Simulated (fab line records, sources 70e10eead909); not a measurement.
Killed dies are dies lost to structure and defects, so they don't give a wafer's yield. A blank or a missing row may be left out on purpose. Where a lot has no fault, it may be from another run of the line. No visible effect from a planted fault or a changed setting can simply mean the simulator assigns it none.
A struck lot beside a sound one -- flow nandHarc -- 24 steps out of a route of 1302
Sound: the wafers L998.1, L998.4, L998.5. Wafers L107.2, L107.4, L107.6 were the ones struck. The cause is given at the end.
At each step with rows: each side's tool, then ch and its chambers, then its first start. Under that, the readings that differ: sound wafers -- struck wafers -- difference of the means -- sigmas: that difference in standard deviations of wafers without a fault.
alike: same words and numbers on both sides, and readings whose means sit less than 2 such deviations apart. not compared: any withheld reading, any reading some wafer has no value for, any bound like >300 that may hide the same value, and any number with overlapping values for which the record gives no deviation.
A row with sigmas, a row that says differs or no value, or rows on one side alone: a step with any of these is where the two part. When numbers do not overlap yet have no deviation, they are printed without sigmas and do not part them. A reading missing from all wafers of one side parts the sides only when that side holds two or more wafers.

NHARC_A_M0_INSPECT_27:
  sound: defectInspect-02 at day 24 21:50; struck: defectInspect-02 at day 29 07:01
reading,sound,struck,difference,sigmas
rawDefectCount,586 1126 925,496 413 461,-422,-3
NHARC_A_M0_PRE_CLEAN_31: time 12 s.
  sound on pecvd-03 ch 0,1,2, day 24 21:56; struck on pecvd-03 ch 0,1,2, day 29 07:05
  alike: heaterPowerW
NHARC_A_M0_DEP_32: deposits SiCN, target thk 30 nm.
  sound on pecvd-03 ch 0,1,2, day 24 22:04; struck on pecvd-03 ch 0,1,2, day 29 07:10
reading,sound,struck,difference,sigmas
chamberPressureTorr (Torr),3.004 3.015 3.010,3.001 2.984 2.999,-0.015,-2
  alike: heaterPowerW
then, 8 steps without rows for these wafers: NHARC_A_M1_DEP_00 (deposits SiOC, target thk 182.5 nm); NHARC_A_M1_DEHYDRATE_01 (time 120 s); NHARC_A_M1_HMDS_02 (time 30 s); NHARC_A_M1_COAT_34 (time 65 s); NHARC_A_M1_COAT_03 (resist thk 90 nm); NHARC_A_M1_SOFTBAKE_04 (time 55 s); NHARC_A_M1_EBR_05; NHARC_A_M1_EXPOSE_06 (exposes mask A M1, target cd 120 nm).
NHARC_A_M1_PEB_07: peb time 65 s.
  sound on lithoTrack-06 ch 0, day 24 23:02; struck on lithoTrack-06 ch 0, day 29 08:29
reading,sound,struck,difference,sigmas
heaterPowerTotalW (W),156.4 155.9 157.1,149.3 149.4 149.3,-7.1,-18
plateTempC (C),100.18 100.17 100.24,96.35 96.35 96.45,-3.81,-27
then, 1 step without rows for these wafers: NHARC_A_M1_DEVELOP_08 (develop time 35 s).
NHARC_A_M1_CD_MEAS_09: the cd target is 120 nm.
  sound on cdSem-03 ch 0, day 24 23:07; struck on cdSem-03 ch 0
reading,sound,struck,difference,sigmas
cdNm (nm),119.9 120.5 120.1,106.3 105.6 106.4,-14.1,-22
  not compared: hold
NHARC_A_M1_OVL_MEAS_10: pitch 240 nm.
  sound: overlay-02 at day 24 23:11; struck: overlay-01 at day 29 12:30
reading,sound,struck,difference,sigmas
hold,- - -,awaitDispo/3.7h/release awaitDispo/3.7h/release awaitDispo/3.7h/release,no value on the sound wafers,
  alike: overlayXNm, overlayYNm
NHARC_A_M1_INSPECT_11:
  sound: defectInspect-01 at day 24 23:14; struck: defectInspect-02 at day 29 12:32
  alike: rawDefectCount
NHARC_A_M1_DESCUM_14: chemistry O2, time 3 s.
  sound on rieDiel-07 ch 0,2, day 24 23:17; struck on rieDiel-04 ch 1,2,3, day 29 12:37
reading,sound,struck,difference,sigmas
model.A_M1.cdNm (nm),120.5 120.6 120.6,106.2 105.4 107.6,-14.2,
  alike: drypumpMotorCurrentA, oesProductAu, rfVppV, showerheadPlenumPTorr, throttleValvePct
  not compared: rfHoursCounterH
NHARC_A_M1_ETCH_35: etches the open film in N2/H2, target depth 40 nm, overetch 12 nm, time 43.94 s.
  sound on rieDiel-07 ch 0,3, day 24 23:23; struck on rieDiel-04 ch 2,3, day 29 12:41
reading,sound,struck,difference,sigmas
drypumpMotorCurrentA (A),6.5 6.2 6.2,4.7 4.6 4.7,-1.6,-3
  alike: n2FlowSccm, oesProductAu, rfVppV, showerheadPlenumPTorr, throttleValvePct
  not compared: rfHoursCounterH
NHARC_A_M1_ETCH_15: etches the open film in C4F8/Ar, target depth 182.5 nm, time 91.2 s.
  sound on rieDiel-07 ch 0,1,3; struck on rieDiel-04 ch 0,1
reading,sound,struck,difference,sigmas
oesProductAu (a.u.),0.949 0.971 0.988,0.914 0.917 0.917,-0.053,-2
  alike: rfVppV
  not compared: rfHoursCounterH
NHARC_A_M1_CD_MEAS_16:
  sound: cdSem-02 at day 24 23:35; struck: cdSem-03 at day 29 13:05
reading,sound,struck,difference,sigmas
cdNm (nm),120.6 121.0 120.6,105.2 105.3 107.4,-14.8,-18
  not compared: hold
NHARC_A_M1_STRIP_18: strips in N2/H2.
  sound on rieDiel-07 ch 1,2, day 24 23:40; struck on rieDiel-02 ch 0,3, day 29 17:18
reading,sound,struck,difference,sigmas
hold,- - -,awaitDispo/4.1h/release awaitDispo/4.1h/release awaitDispo/4.1h/release,no value on the sound wafers,
  alike: drypumpMotorCurrentA, n2FlowSccm, oesProductAu, rfVppV, showerheadPlenumPTorr, throttleValvePct
  not compared: rfHoursCounterH
NHARC_A_M1_ETCH_28: etches the open film in CF4/N2, target depth 30 nm, time 72.99 s.
  sound on rieDiel-07 ch 1,2; struck on rieDiel-02 ch 0,1,3
reading,sound,struck,difference,sigmas
model.A_M1.cdNm (nm),120.4 121.4 120.9,105.2 105 107.2,-15.1,
  alike: drypumpMotorCurrentA, n2FlowSccm, oesProductAu, rfVppV, showerheadPlenumPTorr, throttleValvePct
  not compared: rfHoursCounterH
then, 1 step without rows for these wafers: NHARC_A_M1_STRIP_19 (strips in post etch residue remover, time 600 s).
NHARC_END_SORT_01:
  sound on prober-02 ch 0, day 26 11:40; struck on prober-02 ch 0, day 31 14:52
reading,sound,struck,difference,sigmas
sortRimYieldPct (%),97 95 99,87 90 91,-8,-2
  alike: defectLimitedYield, killedAtArray, killedAtOther, killedAtPeriphery, killedDies, killedOpen, killedShort, sort_bin_2_pct, sort_bin_3_pct, sort_bin_4_pct, sortNPass, sortYieldPct

## WHERE THEY PART
Last at NHARC_END_SORT_01 as far as this record goes, first at NHARC_A_M0_INSPECT_27.

WHY: what the simulator had put in
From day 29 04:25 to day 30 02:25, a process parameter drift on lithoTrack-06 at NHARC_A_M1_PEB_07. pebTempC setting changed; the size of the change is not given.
